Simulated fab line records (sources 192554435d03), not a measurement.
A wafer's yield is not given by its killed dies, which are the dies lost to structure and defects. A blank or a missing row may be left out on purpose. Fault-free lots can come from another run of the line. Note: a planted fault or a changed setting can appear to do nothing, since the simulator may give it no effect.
Split-lot experiment || flow n5 finfet || 21 wafers read across 7 lots, on a route 1938 steps long

THE SPLIT
At N5_BEOL_M2_TRENCH_ETCH_37 (etches SiOC in C4F6/O2, target depth 55.555 nm, time 29.2 s), the setting source w was moved away from the recipe's 355 W on 5 of the 21 wafers read, by -10.1% to +17.9%. All remaining wafers had this setting at the recipe value.

The split's own step is where the reading is taken.

THE READING
rf vpp V, in V, at N5_BEOL_M2_TRENCH_ETCH_37 (etches SiOC in C4F6/O2, target depth 55.555 nm, time 29.2 s). Fault-free wafers of this fab line usually give 666 V, standard deviation 6.7 V.

{"wafer": "L078.4", "tool, chamber at the split": "rie diel-01, 2", "source w as run, W": 355, "against the recipe": "recipe", "rf vpp V, V": 668, "against lot-mates on the recipe": "-"}
{"wafer": "L078.5", "tool, chamber at the split": "rie diel-01, 0", "source w as run, W": 355, "against the recipe": "recipe", "rf vpp V, V": 669, "against lot-mates on the recipe": "-"}
{"wafer": "L078.6", "tool, chamber at the split": "rie diel-01, 3", "source w as run, W": 355, "against the recipe": "recipe", "rf vpp V, V": 662, "against lot-mates on the recipe": "-"}
{"wafer": "L080.3", "tool, chamber at the split": "rie diel-03, 3", "source w as run, W": 355, "against the recipe": "recipe", "rf vpp V, V": 655, "against lot-mates on the recipe": "-"}
{"wafer": "L080.4", "tool, chamber at the split": "rie diel-03, 1", "source w as run, W": 355, "against the recipe": "recipe", "rf vpp V, V": 659, "against lot-mates on the recipe": "-"}
{"wafer": "L080.5", "tool, chamber at the split": "rie diel-03, 2", "source w as run, W": 355, "against the recipe": "recipe", "rf vpp V, V": 665, "against lot-mates on the recipe": "-"}
{"wafer": "L081.1", "tool, chamber at the split": "rie diel-04, 0", "source w as run, W": 355, "against the recipe": "recipe", "rf vpp V, V": 656, "against lot-mates on the recipe": "-"}
{"wafer": "L081.2", "tool, chamber at the split": "rie diel-04, 3", "source w as run, W": 355, "against the recipe": "recipe", "rf vpp V, V": 677, "against lot-mates on the recipe": "-"}
{"wafer": "L081.5", "tool, chamber at the split": "rie diel-04, 3", "source w as run, W": 319.1, "against the recipe": "-10.1%", "rf vpp V, V": 716, "against lot-mates on the recipe": "+50"}
{"wafer": "L084.1", "tool, chamber at the split": "rie diel-01, 2", "source w as run, W": 355, "against the recipe": "recipe", "rf vpp V, V": 666, "against lot-mates on the recipe": "-"}
{"wafer": "L084.4", "tool, chamber at the split": "rie diel-01, 1", "source w as run, W": 355, "against the recipe": "recipe", "rf vpp V, V": 666, "against lot-mates on the recipe": "-"}
{"wafer": "L084.5", "tool, chamber at the split": "rie diel-01, 0", "source w as run, W": 418.5, "against the recipe": "+17.9%", "rf vpp V, V": 615, "against lot-mates on the recipe": -51}
{"wafer": "L093.1", "tool, chamber at the split": "rie diel-01, 2", "source w as run, W": 376.9, "against the recipe": "+6.2%", "rf vpp V, V": 646, "against lot-mates on the recipe": -22}
{"wafer": "L093.3", "tool, chamber at the split": "rie diel-01, 0", "source w as run, W": 355, "against the recipe": "recipe", "rf vpp V, V": 668, "against lot-mates on the recipe": "-"}
{"wafer": "L093.6", "tool, chamber at the split": "rie diel-01, 2", "source w as run, W": 355, "against the recipe": "recipe", "rf vpp V, V": 667, "against lot-mates on the recipe": "-"}
{"wafer": "L096.3", "tool, chamber at the split": "rie diel-04, 3", "source w as run, W": 396.4, "against the recipe": "+11.7%", "rf vpp V, V": 641, "against lot-mates on the recipe": -38}
{"wafer": "L096.4", "tool, chamber at the split": "rie diel-04, 2", "source w as run, W": 396.4, "against the recipe": "+11.7%", "rf vpp V, V": 631, "against lot-mates on the recipe": -48}
{"wafer": "L096.5", "tool, chamber at the split": "rie diel-04, 1", "source w as run, W": 355, "against the recipe": "recipe", "rf vpp V, V": 679, "against lot-mates on the recipe": "-"}
{"wafer": "L097.1", "tool, chamber at the split": "rie diel-01, 0", "source w as run, W": 355, "against the recipe": "recipe", "rf vpp V, V": 669, "against lot-mates on the recipe": "-"}
{"wafer": "L097.3", "tool, chamber at the split": "rie diel-01, 3", "source w as run, W": 355, "against the recipe": "recipe", "rf vpp V, V": 660, "against lot-mates on the recipe": "-"}
{"wafer": "L097.6", "tool, chamber at the split": "rie diel-01, 1", "source w as run, W": 355, "against the recipe": "recipe", "rf vpp V, V": 667, "against lot-mates on the recipe": "-"}

THE FIT
A straight line over all 21 wafers: rf vpp V changes by -3.14 V for each +1% of source w; r = -0.93; the points scatter about the line by 7.6 V.
The same after taking each lot's own level away (the mean of its wafers on the recipe; 21 wafers): -3.54 V for each +1%; r = -0.96; scatter 6.1 V.
That fit puts the effect of the largest move of source w on the reading at 63 V.
The lots' own levels span 659.7 to 679.0 V, that is 2.9 times the standard deviation above.
So the slope is not independent of the lot-to-lot level: the two fits are not the same.
Check: for one of the wafers moved furthest among these (+17.9%), held out of the fit, the line's prediction against its lot-mates is -70.8 V. Against them it came out at -51 V.
Tool readings at the split's step, against how far the setting was moved: rf vpp V r = -0.93.

OTHER SPLITS ON THESE WAFERS
These wafers also went through other splits before the reading. Each is held against what the fit with the lots' levels taken away leaves over:
{"other split on the same wafers": "N5_BEOL_M0_ETCH_128 source w", "wafers away from the commonest value": 6, "r with rf vpp V (lot level and that fit taken away)": -0.12}
{"other split on the same wafers": "N5_BEOL_M0_ETCH_109 bias w", "wafers away from the commonest value": 3, "r with rf vpp V (lot level and that fit taken away)": "+0.41"}
{"other split on the same wafers": "N5_BEOL_M1_SPUTTER_81 time s", "wafers away from the commonest value": 7, "r with rf vpp V (lot level and that fit taken away)": "+0.22"}
{"other split on the same wafers": "N5_BEOL_M2_ETCH_70 source w", "wafers away from the commonest value": 5, "r with rf vpp V (lot level and that fit taken away)": "+0.52"}

FILE'S OWN FIT
rf vpp V changes by -3.45 V for each +1% of source w, r = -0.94.
